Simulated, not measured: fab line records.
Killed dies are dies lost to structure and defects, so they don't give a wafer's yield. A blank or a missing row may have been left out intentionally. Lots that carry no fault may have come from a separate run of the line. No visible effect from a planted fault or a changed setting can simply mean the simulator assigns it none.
Chamber matching ; flow nand harc ; 4 sister chambers for NHARC_P_BONDPAD_DESCUM_11 on rie diel-12
The step chemistry O2, time 3 s. 24 wafers are shown with their chamber, then 12 later ones without.

WAFERS PAIRED WITH THEIR CHAMBERS
wafer;chamber;oes product au (a.u.);rf vpp V (V);throttle valve pct (%)
L077.1;0;0.995;56.3;11.316
L077.4;1;0.980;57.7;11.315
L077.5;1;0.986;57.2;11.308
L078.3;3;0.989;58.5;11.304
L078.5;0;1.004;58.7;11.312
L078.6;3;0.994;58.0;11.319
L079.4;0;1.001;56.7;11.317
L079.5;0;0.987;58.2;11.304
L079.6;1;1.001;58.5;11.301
L081.1;2;1.001;58.4;11.302
L081.4;0;0.997;58.6;11.330
L081.5;3;0.988;57.3;11.303
L084.1;0;0.988;57.4;11.307
L084.2;1;0.991;58.5;11.328
L084.5;2;1.002;58.7;11.313
L085.2;0;0.995;58.4;11.319
L085.3;3;1.001;58.5;11.311
L085.6;0;1.009;58.2;11.305
L087.3;3;0.982;57.0;11.312
L087.4;0;0.993;58.7;11.310
L087.6;0;0.994;56.5;11.306
L089.1;0;0.997;57.0;11.308
L089.2;3;1.006;58.5;11.324
L089.4;2;1.015;56.9;11.321

SIGNATURES (means of the wafers above)
reading;chamber 0;chamber 1;chamber 2;chamber 3;scatter within a chamber
oes product au;0.99636;0.98950;1.00600;0.99333;0.00766
rf vpp V;57.700;57.975;58.000;57.967;0.84
throttle valve pct;11.31218;11.31300;11.31200;11.31217;0.00874
Rule: distance of a wafer from a chamber = root of the sum over the readings of ((wafer's reading minus chamber's mean) / reading's scatter) squared. If the next closest chamber is less than 2 further off than the closest, the wafer can't be placed; otherwise it belongs to the closest. The scatter is the square root of a quotient: the sum, over the shown wafers, of each reading's squared deviation from its chamber's mean, divided by wafers minus chambers.

WAFERS WITH NO CHAMBER GIVEN
wafer;oes product au (a.u.);rf vpp V (V);throttle valve pct (%)
L090.3;1.010;57.6;11.312
L090.4;1.007;57.2;11.307
L090.5;0.988;58.3;11.313
L091.1;1.008;57.4;11.320
L091.4;0.997;55.8;11.299
L091.5;1.006;57.0;11.303
L097.1;1.009;58.4;11.307
L097.2;0.995;59.3;11.321
L097.6;1.000;59.6;11.308
L096.1;1.009;57.7;11.309
L096.2;1.016;57.8;11.292
L096.5;0.998;58.6;11.322

THE CHAMBER EACH PASSED THROUGH
wafer;from the rows above;in truth
L090.3;can't be placed: 2 or 0 or 3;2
L090.4;can't be placed: 2 or 0 or 3 or 1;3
L090.5;can't be placed: 1 or 3 or 0 or 2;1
L091.1;can't be placed: 2 or 0 or 3 or 1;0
L091.4;can't be placed: 0 or 3 or 1 or 2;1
L091.5;can't be placed: 2 or 0 or 3 or 1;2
L097.1;can't be placed: 2 or 0 or 3 or 1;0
L097.2;can't be placed: 3 or 1 or 0 or 2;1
L097.6;can't be placed: 2 or 3 or 0 or 1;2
L096.1;can't be placed: 2 or 0 or 3 or 1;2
L096.2;can't be placed: 2 or 0 or 3 or 1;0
L096.5;can't be placed: 3 or 0 or 1 or 2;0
Correct placement for 0 of the 12. These rows do not allow placing 12 (true chamber among the candidates in 12). Number placed wrongly: 0.
